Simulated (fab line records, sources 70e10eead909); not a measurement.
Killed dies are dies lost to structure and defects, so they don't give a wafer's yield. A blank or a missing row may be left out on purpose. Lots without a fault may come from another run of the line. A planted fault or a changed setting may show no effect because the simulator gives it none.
Chamber matching | flow nand_harc | NHARC_THIN_TSV_DEP_43 on pecvd-01: 3 sister chambers
The step deposits SiO2, target thk 1328.5 nm. 14 wafers are shown with their chamber, then 7 later ones without.

WAFERS WITH THEIR CHAMBER
wafer  | chamber | throttle_valve_pct (%)
L860.1 | 0       | 16.3
L860.5 | 2       | 16.6
L860.6 | 1       | 16.4
L862.2 | 2       | 16.0
L862.4 | 0       | 16.4
L862.5 | 1       | 16.8
L864.3 | 1       | 16.4
L864.4 | 2       | 16.4
L864.6 | 1       | 16.4
L868.2 | 2       | 16.6
L868.3 | 0       | 16.2
L868.4 | 1       | 16.4
L869.1 | 0       | 16.2
L869.4 | 2       | 16.7

SIGNATURES (means of the wafers above)
reading            | chamber 0 | chamber 1 | chamber 2 | scatter within a chamber
throttle_valve_pct | 16.275    | 16.480    | 16.460    | 0.206
Rule: a wafer's distance from a chamber is the root of the sum, over the readings, of the square of ((its reading less the chamber's mean) divided by the reading's scatter). The wafer belongs to the nearest chamber; if the next one is less than 2 further off, it can't be placed. The scatter: the root of (the sum of the squares of (reading less its chamber's mean) over the shown wafers, divided by (wafers less chambers)).

WAFERS WITHOUT THEIR CHAMBER
wafer  | throttle_valve_pct (%)
L869.5 | 16.0
L873.1 | 16.0
L873.2 | 16.1
L873.3 | 15.8
L880.1 | 15.7
L880.2 | 16.3
L880.3 | 16.3

WHICH CHAMBER EACH WENT THROUGH
wafer  | from the rows above          | in truth
L869.5 | can't be placed: 0 or 2 or 1 | 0
L873.1 | can't be placed: 0 or 2 or 1 | 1
L873.2 | can't be placed: 0 or 2 or 1 | 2
L873.3 | can't be placed: 0 or 2 or 1 | 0
L880.1 | can't be placed: 0 or 2 or 1 | 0
L880.2 | can't be placed: 0 or 2 or 1 | 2
L880.3 | can't be placed: 0 or 2 or 1 | 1
Placed correctly: 0 of 7. Can't be placed from these rows: 7 (the true chamber is among the candidates in 7). Placed wrongly: 0.
